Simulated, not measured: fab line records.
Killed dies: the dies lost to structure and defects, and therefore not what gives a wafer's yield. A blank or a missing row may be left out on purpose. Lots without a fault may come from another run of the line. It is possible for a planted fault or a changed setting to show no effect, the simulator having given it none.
Lot-split experiment + flow n5-finfet + route with 1938 steps; 7 lots, 21 wafers read

## ABOUT THE SPLIT
At N5_SD_EPI_N_COAT_33 (time 60 s, resist thk 35 nm), the setting spin-rpm was moved away from the recipe's 1500 rpm on 11 of the 21 wafers read, by -7.9% to +11.1%. All remaining wafers had this setting at the recipe value.

## FROM THE SPLIT TO THE READING: what the file shows between them, 5 steps
- N5_SD_EPI_N_PEB_07: peb time 60 s (also split here: peb-temp-c)
- N5_SD_EPI_N_DEVELOP_08: develop time 30 s
- N5_SD_EPI_N_CD_MEAS_09: target cd 120 nm
- N5_SD_EPI_N_DESCUM_14: chemistry O2, time 7.9 s
- N5_SD_EPI_N_ETCH_34: etches SiARC in CF4, target depth 45.5 nm, time 75.8 s

## THE READING
SiARC_of_SD_EPI_N_COAT_33.thk-nm (the simulator's own value, which no gauge read), in nm, at N5_SD_EPI_N_ETCH_35 (etches SOC in N2/H2, overetch 108 nm, time 486 s). The file gives no usual value for it. Across the 10 wafers here that went through the recipe, the average is 19.6 nm and the standard deviation 0.53 nm.

| wafer  | tool, chamber at the split | spin-rpm as run, rpm | against the recipe | SiARC_of_SD_EPI_N_COAT_33.thk-nm, nm | against lot-mates on the recipe |
|--------|----------------------------|----------------------|--------------------|--------------------------------------|---------------------------------|
| L077.1 | litho-track-01, 0          | 1381                 | -7.9%              | 21.2                                 | +1.4                            |
| L077.4 | litho-track-01, 0          | 1500                 | recipe             | 19.8                                 | -                               |
| L077.6 | litho-track-01, 0          | 1381                 | -7.9%              | 21.4                                 | +1.6                            |
| L079.2 | litho-track-04, 0          | 1633                 | +8.9%              | 18.2                                 | -0.6                            |
| L079.4 | litho-track-04, 0          | 1633                 | +8.9%              | 18.4                                 | -0.4                            |
| L079.5 | litho-track-04, 0          | 1500                 | recipe             | 18.8                                 | -                               |
| L088.1 | litho-track-02, 0          | 1500                 | recipe             | 19.8                                 | -                               |
| L088.5 | litho-track-02, 0          | 1500                 | recipe             | 19.8                                 | -                               |
| L088.6 | litho-track-02, 0          | 1500                 | recipe             | 19                                   | -                               |
| L089.1 | litho-track-01, 0          | 1500                 | recipe             | 20                                   | -                               |
| L089.2 | litho-track-01, 0          | 1666                 | +11.1%             | 18                                   | -2.0                            |
| L089.6 | litho-track-01, 0          | 1666                 | +11.1%             | 18                                   | -2.0                            |
| L092.1 | litho-track-02, 0          | 1660                 | +10.7%             | 18                                   | no lot-mate on the recipe       |
| L092.2 | litho-track-02, 0          | 1660                 | +10.7%             | 18.4                                 | no lot-mate on the recipe       |
| L092.4 | litho-track-02, 0          | 1660                 | +10.7%             | 18.2                                 | no lot-mate on the recipe       |
| L094.1 | litho-track-02, 0          | 1500                 | recipe             | 18.8                                 | -                               |
| L094.3 | litho-track-02, 0          | 1500                 | recipe             | 20                                   | -                               |
| L094.4 | litho-track-02, 0          | 1500                 | recipe             | 20.2                                 | -                               |
| L095.2 | litho-track-01, 0          | 1657                 | +10.5%             | 18                                   | -2.2                            |
| L095.5 | litho-track-01, 0          | 1657                 | +10.5%             | 18                                   | -2.2                            |
| L095.6 | litho-track-01, 0          | 1500                 | recipe             | 20.2                                 | -                               |

FIT RESULTS
A straight line over all 21 wafers: SiARC_of_SD_EPI_N_COAT_33.thk-nm changes by -0.16 nm for each +1% of spin-rpm; r = -0.93; the points scatter about the line by 0.41 nm.
The same after taking each lot's own level away (the mean of its wafers on the recipe; 18 wafers): -0.169 nm for each +1%; r = -0.91; scatter 0.5 nm.
On that fit, the largest move of spin-rpm shifts the reading by 1.9 nm.
The span of the lots' own levels, 18.80 to 20.20 nm, comes to 2.7 times the standard deviation stated above.
The two slopes are in agreement: the lot-to-lot level therefore moves the slope only a little.
Check: -1.76 nm against its lot-mates is what the line predicts for one of the wafers moved furthest among these (+11.1%) when that wafer is left out of the fit. Against them it came out at -2 nm.

## ADDITIONAL SPLITS CARRIED BY THESE WAFERS
Before the reading, these wafers also passed through other splits. Each is held against what the fit with the lots' levels taken away leaves over:
| other split on the same wafers            | wafers away from the commonest value | r with SiARC_of_SD_EPI_N_COAT_33.thk-nm (lot level and that fit taken away) |
|-------------------------------------------|--------------------------------------|-----------------------------------------------------------------------------|
| N5_WELL_APT_EXPOSE_05 dose-mj             | 8                                    | -0.16                                                                       |
| N5_WELL_APT_PEB_06 peb-time-s             | 1                                    | +0.03                                                                       |
| N5_PMOS_HMC_CHANNEL_EPI_PEB_07 peb-temp-c | 6                                    | -0.27                                                                       |
| N5_PMOS_HMC_CHANNEL_EPI_ETCH_32 bias-w    | 8                                    | -0.36                                                                       |
| N5_SD_EPI_N_PEB_07 peb-temp-c             | 8                                    | -0.41                                                                       |

## THE WHOLE CHAIN: every reading that the file lists as answering this split, in the file's order
| step                | what it does                                           | reading                                                                                   | change (the file's fit)               | r (the file's) |
|---------------------|--------------------------------------------------------|-------------------------------------------------------------------------------------------|---------------------------------------|----------------|
| N5_SD_EPI_N_COAT_33 | time 60 s, resist thk 35 nm                            | SiARC_of_SD_EPI_N_COAT_33.thk-nm (the simulator's own value, which no gauge read)         | -0.163 nm for each +1% of the setting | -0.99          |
| N5_SD_EPI_N_ETCH_34 | etches SiARC in CF4, target depth 45.5 nm, time 75.8 s | etch.depth-nm (the simulator's own value, which no gauge read)                            | -0.166 nm for each +1% of the setting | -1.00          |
| N5_SD_EPI_N_ETCH_34 | etches SiARC in CF4, target depth 45.5 nm, time 75.8 s | CAR-ArF-block_of_SD_EPI_N_COAT_03.thk-nm (the simulator's own value, which no gauge read) | +0.145 nm for each +1% of the setting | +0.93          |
| N5_SD_EPI_N_ETCH_35 | etches SOC in N2/H2, overetch 108 nm, time 486 s       | SiARC_of_SD_EPI_N_COAT_33.thk-nm (the simulator's own value, which no gauge read)         | -0.165 nm for each +1% of the setting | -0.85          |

## THE FILE'S OWN FIT
SiARC_of_SD_EPI_N_COAT_33.thk-nm changes by -0.165 nm for each +1% of spin-rpm, r = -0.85.
